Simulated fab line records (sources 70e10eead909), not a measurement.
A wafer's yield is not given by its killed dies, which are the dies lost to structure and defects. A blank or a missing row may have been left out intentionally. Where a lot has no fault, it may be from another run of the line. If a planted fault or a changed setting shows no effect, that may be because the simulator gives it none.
Matching of chambers | flow nand_harc | NHARC_P_BONDPAD_CMP_32 on cmp-03: 4 sister chambers
The step polishes SiCN, target thk 200 nm. 8 wafers are shown with their chamber, then 9 later ones without.

## WAFERS WITH THEIR CHAMBER
wafer  | chamber | motor_current_A (A) | retaining_ring_pressure_frac
L626.3 | 2       | 11.6                | 1.003
L628.5 | 1       | 11.7                | 1.001
L629.1 | 0       | 10.7                | 1.005
L629.2 | 1       | 11.3                | 0.994
L629.6 | 0       | 10.6                | 1.001
L631.2 | 3       | 14.1                | 0.995
L631.3 | 2       | 11.1                | 1.000
L631.6 | 3       | 12.7                | 0.996

## WAFERS MISSING THEIR CHAMBER
wafer  | motor_current_A (A) | retaining_ring_pressure_frac
L632.4 | 11.2                | 1.007
L632.5 | 10.4                | 0.998
L632.6 | 13.5                | 1.001
L637.2 | 11.3                | 1.005
L637.5 | 11.2                | 1.004
L637.6 | 13.3                | 0.987
L639.2 | 14.0                | 1.005
L639.4 | 11.6                | 0.993
L639.6 | 11.0                | 0.994

## EACH ONE'S CHAMBER
wafer  | from the rows above          | in truth
L632.4 | can't be placed: 0 or 2 or 1 | 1
L632.5 | can't be placed: 0 or 1 or 2 | 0
L632.6 | 3                            | 3
L637.2 | can't be placed: 2 or 0 or 1 | 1
L637.5 | can't be placed: 2 or 0 or 1 | 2
L637.6 | can't be placed: 3 or 1      | 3
L639.2 | can't be placed: 3 or 2 or 1 | 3
L639.4 | can't be placed: 1 or 2 or 3 | 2
L639.6 | can't be placed: 1 or 2 or 0 | 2
Correctly placed: 1 of 9. Can't be placed from these rows: 8 (the true chamber is among the candidates in 8). Number placed wrongly: 0.
How it was worked out, from the rows above alone: a wafer's distance from a chamber is the root of the sum, over the readings, of the square of ((its reading less the chamber's mean) divided by the reading's scatter). If the next closest chamber is less than 2 further off than the closest, the wafer can't be placed; otherwise it belongs to the closest. A chamber's mean is the mean of its shown wafers. How the scatter is found: for the shown wafers, subtract from each reading the mean of its chamber, square and add these, divide the total by (wafers less chambers), then take the root.
